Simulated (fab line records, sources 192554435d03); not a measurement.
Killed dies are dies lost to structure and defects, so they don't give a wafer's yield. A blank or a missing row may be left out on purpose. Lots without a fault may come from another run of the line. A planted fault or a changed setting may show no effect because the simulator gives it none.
Which tool did it? | flow n5_finfet | 9 lots, 26 wafers sampled, at 5 steps of a route of 1938

WHAT THE GAUGES READ, wafer by wafer
N5_BEOL_M4_RC_MEAS_101. Usual: DIBL_N 35.8 mV/V, standard deviation 1.7; DIBL_P 35.3 mV/V, standard deviation 2; IOFF_N 0.150 nA/um, standard deviation 0.026; IOFF_P 0.194 nA/um, standard deviation 0.029; ION_N 667 uA/um, standard deviation 11; ION_P 456 uA/um, standard deviation 7.1; SS_N 71.4 mV/dec, standard deviation 0.65; SS_P 73.1 mV/dec, standard deviation 0.64; VT_N 251 mV, standard deviation 3; VT_P -252 mV, standard deviation 3.2.
lot  | measured     | on        | DIBL_N (mV/V)  | DIBL_P (mV/V)  | IOFF_N (nA/um)    | IOFF_P (nA/um)    | ION_N (uA/um) | ION_P (uA/um) | SS_N (mV/dec)  | SS_P (mV/dec)  | VT_N (mV)   | VT_P (mV)      | flag
L567 | day 10 23:08 | prober-02 | 36.3 35.5 35.1 | 39.2 38.0 37.0 | 0.181 0.148 0.158 | 0.208 0.189 0.186 | 679 659 675   | 459 453 458   | 71.7 72.0 71.8 | 73.6 73.9 72.7 | 248 249 252 | -252 -253 -253 |
L568 | day 11 04:16 | prober-02 | 36.4 37.6 34.9 | 35.5 37.3 33.0 | 0.157 0.187 0.123 | 0.188 0.220 0.159 | 673 688 658   | 457 463 450   | 71.0 71.5 70.8 | 72.8 73.7 73.2 | 251 246 256 | -249 -249 -253 |
L570 | day 11 20:26 | prober-02 | 34.8 35.6 34.6 | 34.4 35.2 33.4 | 0.118 0.126 0.110 | 0.165 0.167 0.152 | 659 649 638   | 450 448 445   | 70.4 71.1 70.9 | 72.9 72.2 72.4 | 254 254 257 | -255 -256 -259 |
L571 | day 12 05:59 | prober-02 | 34.0 32.6 36.1 | 35.8 33.2 38.3 | 0.141 0.123 0.184 | 0.208 0.172 0.250 | 676 667 680   | 468 458 468   | 70.9 70.8 71.3 | 72.7 71.9 73.2 | 250 251 247 | -249 -251 -243 |
L573 | day 12 13:19 | prober-01 | 33.9 35.6      | 34.6 36.7      | 0.136 0.175       | 0.202 0.238       | 660 671       | 463 462       | 70.9 71.9      | 72.9 73.8      | 251 247     | -250 -246      |
L580 | day 14 01:35 | prober-01 | 34.5 34.4 36.1 | 34.0 32.9 35.3 | 0.121 0.116 0.143 | 0.179 0.167 0.204 | 650 656 668   | 454 451 455   | 71.1 70.8 71.9 | 73.7 72.8 72.8 | 254 255 253 | -250 -255 -251 |
L581 | day 14 15:55 | prober-01 | 38.3 34.6 37.8 | 35.3 32.8 36.3 | 0.174 0.125 0.165 | 0.187 0.152 0.194 | 662 664 672   | 449 457 459   | 72.7 70.5 71.2 | 73.4 71.7 72.6 | 247 250 249 | -253 -254 -252 |
L583 | day 14 23:49 | prober-01 | 36.1 38.2 34.3 | 35.1 36.6 31.9 | 0.165 0.209 0.121 | 0.231 0.262 0.186 | 666 691 652   | 467 470 458   | 71.9 71.8 70.9 | 72.7 73.3 72.6 | 245 243 251 | -246 -244 -251 |
L587 | day 15 13:35 | prober-02 | 36.4 32.1 38.1 | 37.8 30.6 38.0 | 0.167 0.103 0.195 | 0.192 0.114 0.186 | 676 649 674   | 457 443 452   | 71.4 70.6 72.7 | 73.8 71.6 73.5 | 247 255 247 | -252 -260 -255 |

WHICH TOOL RAN EACH LOT (tool, then ch and the chambers of the sampled wafers, then the start)
lot  | N5_HKMG_FIN_STRIP_60                | N5_HKMG_FIN_ETCH_31                | N5_HKMG_FIN_STRIP_34               | N5_HKMG_FIN_ETCH_86
L567 | plasma_asher-01 ch 0,1, day 4 19:09 | rie_diel-04 ch 0,2,3, day 4 22:08  | rie_diel-04 ch 0,2,3, day 4 22:22  | rie_diel-01 ch 2,3, day 4 23:25
L568 | plasma_asher-01 ch 0,1, day 5 03:03 | rie_diel-04 ch 1,2,3, day 5 05:47  | rie_diel-04 ch 1,2,3, day 5 06:02  | rie_diel-03 ch 0,2,3, day 5 07:05
L570 | plasma_asher-02 ch 0,1, day 5 16:22 | rie_diel-04 ch 0,3, day 5 19:14    | rie_diel-04 ch 0,3, day 5 19:29    | rie_diel-03 ch 0,1,2, day 5 20:33
L571 | plasma_asher-01 ch 0,1, day 5 22:38 | rie_diel-04 ch 0,1,3, day 6 01:33  | rie_diel-04 ch 0,1,3, day 6 01:48  | rie_diel-01 ch 1,2,3, day 6 02:56
L573 | plasma_asher-02 ch 0,1, day 6 10:49 | rie_diel-04 ch 0,3, day 6 13:35    | rie_diel-04 ch 0,3, day 6 13:49    | rie_diel-03 ch 0,3, day 6 14:52
L580 | plasma_asher-02 ch 0,1, day 8 03:04 | rie_diel-03 ch 1,2,3, day 8 05:44  | rie_diel-03 ch 1,2,3, day 8 05:58  | rie_diel-04 ch 0,3, day 8 07:01
L581 | plasma_asher-01 ch 0,1, day 8 07:04 | rie_diel-03 ch 0,2,3, day 8 09:43  | rie_diel-03 ch 0,2,3, day 8 09:57  | rie_diel-03 ch 0,1,3, day 8 10:59
L583 | plasma_asher-02 ch 1, day 8 22:26   | rie_diel-01 ch 0,2, day 9 01:07    | rie_diel-01 ch 0,2, day 9 01:22    | rie_diel-03 ch 0,2,3, day 9 02:25
L587 | plasma_asher-01 ch 0,1, day 9 21:19 | rie_diel-04 ch 1,2,3, day 10 00:11 | rie_diel-04 ch 1,2,3, day 10 00:26 | rie_diel-03 ch 0,1, day 10 01:36
- N5_HKMG_FIN_STRIP_60: strips in N2/H2, time 360 s.
- N5_HKMG_FIN_ETCH_31: etches SiARC in CF4, target depth 45.5 nm, time 75.8 s.
- N5_HKMG_FIN_STRIP_34: strips in CF4.
- N5_HKMG_FIN_ETCH_86: etches SOC in N2/H2, stops on TiN, target depth 393.2 nm.

WHAT THE TOOLS THEMSELVES READ (means of the sampled wafers that have a number; where no wafer has one, the mark that the record gives instead)
N5_HKMG_FIN_STRIP_60. Usual: drypump_motor_current_A 5.89 A, standard deviation 0.18; heater_power_w 461 W, standard deviation 42; temp_c 299.99 C, standard deviation 0.2.
lot  | tool            | drypump_motor_current_A (A) | heater_power_w (W) | temp_c (C) | flag
L567 | plasma_asher-01 | 5.87                        | 441                | 299.77     |
L568 | plasma_asher-01 | 5.94                        | 461                | 300.03     |
L570 | plasma_asher-02 | 5.95                        | 464                | 300.08     |
L571 | plasma_asher-01 | 5.95                        | 460                | 299.98     |
L573 | plasma_asher-02 | 5.88                        | 473                | 299.75     |
L580 | plasma_asher-02 | 5.96                        | 473                | 299.81     |
L581 | plasma_asher-01 | 5.88                        | 438                | 299.97     |
L583 | plasma_asher-02 | 5.63                        | 527                | 299.91     |
L587 | plasma_asher-01 | 5.94                        | 461                | 300.18     |

N5_HKMG_FIN_ETCH_31. Usual: bias_w 35.99 W, standard deviation 0.11; drypump_motor_current_A 5.9 A, standard deviation 0.5; etch_rf_on_time_s 76.8 s, standard deviation 1.8; oes_product_au 0.66 a.u., standard deviation 0.084; rf_vpp_V 183.8 V, standard deviation 1.2; showerhead_plenum_p_Torr 2.12 Torr, standard deviation 0.068; throttle_valve_pct 15.61 %, standard deviation 0.28.
lot  | tool        | bias_w (W) | drypump_motor_current_A (A) | etch_rf_on_time_s (s) | oes_product_au (a.u.) | rf_vpp_V (V) | showerhead_plenum_p_Torr (Torr) | throttle_valve_pct (%) | flag
L567 | rie_diel-04 | 36.03      | 5.6                         | 76.9                  | 0.63                  | 184.0        | 2.08                            | 15.76                  |
L568 | rie_diel-04 | 35.90      | 5.7                         | 78.4                  | 0.60                  | 184.0        | 2.09                            | 15.65                  |
L570 | rie_diel-04 | 35.94      | 5.7                         | 82.2                  | 0.63                  | 184.4        | 2.12                            | 15.78                  | OFF
L571 | rie_diel-04 | 35.98      | 5.9                         | 89.7                  | 0.57                  | 182.9        | 2.13                            | 15.67                  | OFF
L573 | rie_diel-04 | 35.98      | 5.6                         | 85.4                  | 0.61                  | 184.1        | 2.09                            | 15.72                  | OFF
L580 | rie_diel-03 | 35.86      | 5.7                         | 77.1                  | 0.62                  | 183.9        | 2.15                            | 15.53                  |
L581 | rie_diel-03 | 35.97      | 5.8                         | 76.5                  | 0.62                  | 183.8        | 2.10                            | 15.53                  |
L583 | rie_diel-01 | 35.92      | 6.5                         | 77.3                  | 0.63                  | 183.9        | 2.11                            | 15.98                  |
L587 | rie_diel-04 | 36.01      | 5.7                         | 78.2                  | 0.65                  | 182.9        | 2.08                            | 15.55                  |

N5_HKMG_FIN_STRIP_34. Usual: drypump_motor_current_A 5.9 A, standard deviation 0.49; oes_product_au 0.77 a.u., standard deviation 0.087; rf_vpp_V 270.7 V, standard deviation 1.5; showerhead_plenum_p_Torr 1.77 Torr, standard deviation 0.055; throttle_valve_pct 13.59 %, standard deviation 0.29.
lot  | tool        | drypump_motor_current_A (A) | oes_product_au (a.u.) | rf_vpp_V (V) | showerhead_plenum_p_Torr (Torr) | throttle_valve_pct (%) | flag
L567 | rie_diel-04 | 5.6                         | 0.74                  | 269.8        | 1.75                            | 13.73                  |
L568 | rie_diel-04 | 5.7                         | 0.71                  | 270.1        | 1.75                            | 13.65                  |
L570 | rie_diel-04 | 5.7                         | 0.75                  | 271.0        | 1.77                            | 13.73                  |
L571 | rie_diel-04 | 5.9                         | 0.72                  | 271.6        | 1.77                            | 13.66                  |
L573 | rie_diel-04 | 5.6                         | 0.74                  | 271.0        | 1.75                            | 13.69                  |
L580 | rie_diel-03 | 5.7                         | 0.72                  | 271.2        | 1.80                            | 13.53                  |
L581 | rie_diel-03 | 5.8                         | 0.73                  | 270.8        | 1.76                            | 13.53                  |
L583 | rie_diel-01 | 6.5                         | 0.74                  | 270.9        | 1.78                            | 13.97                  |
L587 | rie_diel-04 | 5.7                         | 0.76                  | 269.6        | 1.74                            | 13.53                  |

N5_HKMG_FIN_ETCH_86. Usual: bias_w 61.02 W, standard deviation 0.19; drypump_motor_current_A 5.8 A, standard deviation 0.48; oes_product_au 0.76 a.u., standard deviation 0.088; rf_vpp_V 240.3 V, standard deviation 1.2; showerhead_plenum_p_Torr 2.51 Torr, standard deviation 0.086; throttle_valve_pct 17.8 %, standard deviation 0.31.
lot  | tool        | bias_w (W) | drypump_motor_current_A (A) | oes_product_au (a.u.) | rf_vpp_V (V) | showerhead_plenum_p_Torr (Torr) | throttle_valve_pct (%) | flag
L567 | rie_diel-01 | 61.12      | 6.3                         | 0.85                  | 239.7        | 2.46                            | 17.9                   |
L568 | rie_diel-03 | 61.08      | 5.8                         | 0.75                  | 240.3        | 2.51                            | 17.7                   |
L570 | rie_diel-03 | 61.05      | 5.4                         | 0.73                  | 239.8        | 2.51                            | 17.7                   |
L571 | rie_diel-01 | 61.00      | 6.1                         | 0.89                  | 240.0        | 2.47                            | 17.7                   |
L573 | rie_diel-03 | 61.14      | 6.0                         | 0.71                  | 240.3        | 2.54                            | 17.9                   |
L580 | rie_diel-04 | 61.01      | 5.5                         | 0.71                  | 239.6        | 2.44                            | 17.9                   |
L581 | rie_diel-03 | 60.89      | 5.8                         | 0.69                  | 241.6        | 2.56                            | 17.9                   |
L583 | rie_diel-03 | 61.20      | 5.8                         | 0.72                  | 240.4        | 2.50                            | 17.8                   |
L587 | rie_diel-03 | 61.08      | 5.4                         | 0.86                  | 240.0        | 2.55                            | 17.6                   |

THE ANSWER, worked out from the rows above alone
Rule: a lot is off if the mean of its wafers that have a number lies more than 3 standard deviations from the usual mean. A lot without any number at a reading at which 4 lots or more have one is off too. The other lots that the step has rows for count as sound. The gauges are gone through in route order, then the tools' own readings, and for those a lot's mean is taken as printed above. The first step at which some lot is off is used, and at that step the reading that is off furthest; a lot without a number counts as furthest.
Off: L570, L571, L573, at N5_HKMG_FIN_ETCH_31 (etch_rf_on_time_s).
A tool fits if, at that step or a process step before it, it ran every lot that is off, and no sound lot after the first of them. None of those tried fits.

WHAT THE SIMULATOR HAD PUT IN
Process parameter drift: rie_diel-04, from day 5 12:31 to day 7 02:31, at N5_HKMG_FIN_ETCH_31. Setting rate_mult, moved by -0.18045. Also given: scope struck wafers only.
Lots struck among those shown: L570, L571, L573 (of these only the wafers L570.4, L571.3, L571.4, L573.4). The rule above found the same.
